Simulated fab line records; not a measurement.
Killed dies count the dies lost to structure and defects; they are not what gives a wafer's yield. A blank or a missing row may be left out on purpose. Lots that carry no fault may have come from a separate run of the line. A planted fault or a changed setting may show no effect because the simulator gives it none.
Matching of chambers    flow n5 finfet    N5_MOL_CONTACT_COAG_ETCH_15 on rie diel-06: 4 sister chambers
The step etches SiNx in CH3F/O2, stops on Si:P, target depth 7 nm. 4 wafers are shown with their chamber, then 12 later ones without.

== WAFERS PAIRED WITH THEIR CHAMBERS ==
wafer   chamber  showerhead plenum p Torr (Torr)
L086.1  2        2.06
L089.1  3        1.98
L089.2  1        2.14
L089.4  0        2.10

== WAFERS WITH NO CHAMBER GIVEN ==
wafer   showerhead plenum p Torr (Torr)
L090.3  2.14
L090.4  2.10
L090.6  2.14
L093.2  1.98
L093.5  2.14
L093.6  1.98
L094.1  2.05
L094.4  2.14
L094.6  1.97
L097.1  2.09
L097.2  1.97
L097.6  1.97

== CHAMBER TAKEN BY EACH ==
wafer   from the rows above  in truth
L090.3  1                    1
L090.4  0                    0
L090.6  1                    1
L093.2  3                    3
L093.5  1                    1
L093.6  3                    3
L094.1  2                    2
L094.4  1                    1
L094.6  3                    3
L097.1  0                    0
L097.2  3                    3
L097.6  3                    3
12 of 12 placed correctly. Left unplaced by these rows: 0. Wrongly placed: 0.
How it was worked out, from the rows above alone: a wafer's distance from a chamber is the root of the sum, over the readings, of the square of ((its reading less the chamber's mean) divided by the reading's scatter). If the next closest chamber is less than 2 further off than the closest, the wafer can't be placed; otherwise it belongs to the closest. For every chamber, the mean is computed from those of its wafers that are shown. The scatter: root of mean squared gap, hidden wafer to nearest shown wafer, with one shown wafer a chamber.
